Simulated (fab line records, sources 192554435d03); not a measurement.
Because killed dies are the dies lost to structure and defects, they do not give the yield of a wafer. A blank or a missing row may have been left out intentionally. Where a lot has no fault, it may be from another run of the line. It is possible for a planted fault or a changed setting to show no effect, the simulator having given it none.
Struck lot and sound lot, side by side ; flow n5_finfet ; 15 out of 1938 route steps
Sound: the wafers L269.3, L269.5, L269.6. The struck wafers were L261.1, L261.3, L261.6. The cause comes at the end.
Order at every step that has rows: each side's tool, ch and its chambers, its first start. Under that, the readings that differ: sound wafers ; struck wafers ; difference of the means ; sigmas: that difference in standard deviations of wafers without a fault.
alike: same words and numbers on both sides, and readings whose means sit less than 2 such deviations apart. not compared: any withheld reading, any reading some wafer has no value for, any bound like >300 that may hide the same value, and any number with overlapping values for which the record gives no deviation.
A row with sigmas, a row that says differs or no value, or rows on one side alone: a step with any of these is where the two part. When numbers do not overlap yet have no deviation, they are printed without sigmas and do not part them. A reading missing from all wafers of one side parts the sides only when that side holds two or more wafers.

N5_BEOL_M0_SPUTTER_116: material Cu, target thk 4 nm, time 7.37 s.
  sound on pvd_sputter-02 at day 10 15:31; struck on pvd_sputter-02 at day 8 12:10
  alike: substrate_temp_c, throttle_valve_pct
then, 1 step without rows for these wafers: N5_BEOL_M0_ANNEAL_117 (time 60 s).
N5_BEOL_M0_SPUTTER_132: material Cu, target thk 4 nm, time 7.37 s.
  sound on pvd_sputter-02 at day 10 15:38; struck on pvd_sputter-02 at day 8 12:17
  alike: substrate_temp_c, throttle_valve_pct
then, 2 steps without rows for these wafers: N5_BEOL_M0_ANNEAL_133 (time 60 s); N5_BEOL_M0_SPUTTER_134 (material Cu, target thk 4 nm, time 7.37 s).
N5_BEOL_M0_ANNEAL_135: time 60 s.
  sound on pvd_sputter-02 at day 10 15:50; struck on pvd_sputter-02 at day 8 12:29
  alike: heater_power_w
then, 3 steps without rows for these wafers: N5_BEOL_M0_SPUTTER_141 (material Cu, target thk 4 nm, time 7.37 s); N5_BEOL_M0_ECD_118 (material Cu, target thk 300 nm); N5_BEOL_M0_ANNEAL_119 (time 90 s).
N5_BEOL_M0_CMP_120: polishes, stops on SiOC, t overpolish 6.9 s.
  sound on cmp-02 ch 1,2, day 10 19:08; struck on cmp-03 ch 0,1,2, day 8 17:37
  alike: barrier_field_endpoint_s, motor_current_A, overpolish_run_s, slurry_flow_ml_min, time_to_endpoint_s
  not compared: pad_life_wafers
N5_BEOL_M0_PRE_CLEAN_131: time 15 s.
  sound on cvd_co-02 ch 0,1,2, day 10 19:28; struck on cvd_co-01 ch 0,1, day 8 17:56
  alike: heater_power_w, rf_fwd_power_W
  not compared: since_wet_clean_h
N5_BEOL_M0_CO_CAP_123: material Co, precursor CCTBA/H2, target thk 2 nm, time 102.1 s.
  sound on cvd_co-02 ch 0,1,2, day 10 19:30; struck on cvd_co-01 ch 0,1, day 8 17:59
  no value came back on the struck wafers for chamber_pressure_Torr (Torr), heater_power_outer_w (W), heater_power_w (W); on the sound wafers chamber_pressure_Torr (Torr) reads 30.01 30.01 29.96
  not compared: since_wet_clean_h
then, 1 step without rows for these wafers: N5_BEOL_M0_PRE_CLEAN_124 (time 15 s).
N5_BEOL_M4_RC_MEAS_101:
  sound on prober-02 ch 0, day 12 16:58; struck on prober-02 ch 0, day 10 11:11
  alike: DIBL_N, DIBL_P, IOFF_N, IOFF_P, ION_N, ION_P, SS_N, SS_P, VT_N, VT_P
then, 1 step without rows for these wafers: N5_PASSIVATION_PROBE_49.

## WHERE THEY PART
Within this record, at N5_BEOL_M0_CO_CAP_123 only. Later steps at which nothing parts them and some readings are alike: N5_BEOL_M4_RC_MEAS_101.

WHY: what the simulator had put in
Beginning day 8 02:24, the whole step at N5_BEOL_M0_CO_CAP_123 was skipped on cvd_co-01. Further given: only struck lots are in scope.
